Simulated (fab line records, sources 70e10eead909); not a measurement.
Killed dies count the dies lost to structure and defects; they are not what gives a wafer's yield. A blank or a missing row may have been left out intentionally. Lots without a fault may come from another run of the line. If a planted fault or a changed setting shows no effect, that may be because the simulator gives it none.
The tool behind it: which one? + flow nand_harc + Sampling: 6 lots, 18 wafers, 4 of 1302 route steps

## WHAT THE GAUGES READ, wafer by wafer
NHARC_P_M0_CD_MEAS_16.
| lot  | measured     | on        | cd_nm (nm)     |
|------|--------------|-----------|----------------|
| L217 | day 8 00:23  | cd_sem-03 | 88.7 91.5 91.6 |
| L223 | day 11 00:58 | cd_sem-03 | 89.6 87.8 88.4 |
| L229 | day 13 00:35 | cd_sem-02 | 88.6 88.6 90.9 |
| L231 | day 14 02:56 | cd_sem-03 | 90.4 90.5 90.2 |
| L234 | day 15 08:19 | cd_sem-03 | 88.6 91.2 89.1 |
| L235 | day 15 18:46 | cd_sem-03 | 91.3 90.9 90.4 |

## WHICH TOOL RAN EACH LOT (tool, then ch and the chambers of the sampled wafers, then the start)
| lot  | NHARC_P_GATE_DEGAS_109       | NHARC_P_CONTACT_ETCH_31            | NHARC_P_M0_ETCH_34                 |
|------|------------------------------|------------------------------------|------------------------------------|
| L217 | pvd_sputter-01, day 7 17:17  | rie_diel-06 ch 0,3, day 7 20:46    | rie_diel-03 ch 2,3, day 8 00:09    |
| L223 | pvd_sputter-03, day 10 17:21 | rie_diel-06 ch 0,3, day 10 21:12   | rie_diel-03 ch 0,1,2, day 11 00:44 |
| L229 | pvd_sputter-03, day 12 17:19 | rie_diel-13 ch 0,1,2, day 12 20:50 | rie_diel-10 ch 0,2,3, day 13 00:23 |
| L231 | pvd_sputter-03, day 13 18:26 | rie_diel-12 ch 2,3, day 13 21:58   | rie_diel-03 ch 1,2,3, day 14 01:29 |
| L234 | pvd_sputter-01, day 15 01:01 | rie_diel-12 ch 0,3, day 15 04:31   | rie_diel-03 ch 1,2, day 15 08:07   |
| L235 | pvd_sputter-02, day 15 11:27 | rie_diel-06 ch 0,1,3, day 15 14:56 | rie_diel-03 ch 0,2, day 15 18:33   |
- NHARC_P_GATE_DEGAS_109: time 60 s.
- NHARC_P_CONTACT_ETCH_31: etches the open film in CH3F/O2, target depth 30 nm, time 85.7 s.
- NHARC_P_M0_ETCH_34: etches the open film in N2/H2, target depth 40 nm, overetch 12 nm, time 43.94 s.

## THE ANSWER, worked out from the rows above alone
Rule: usual is defined by the lots themselves. Put in order of their means at a reading, lots are off if they are a third of the lots or fewer, leave a main group of 4 or more, and stand apart from it by a gap of 3 or more times the standard deviation of the main group's means; of several such gaps the widest counts. A main group whose means are all the same, to the digits that the tables above print for the reading, isn't used. Also off: a lot with no number at a reading for which 4 or more lots have one. Where the step has rows for the other lots, those lots are counted as sound.
No lot is off on any of the readings shown, so nothing can be concluded from this.

## WHAT THE SIMULATOR PUT IN
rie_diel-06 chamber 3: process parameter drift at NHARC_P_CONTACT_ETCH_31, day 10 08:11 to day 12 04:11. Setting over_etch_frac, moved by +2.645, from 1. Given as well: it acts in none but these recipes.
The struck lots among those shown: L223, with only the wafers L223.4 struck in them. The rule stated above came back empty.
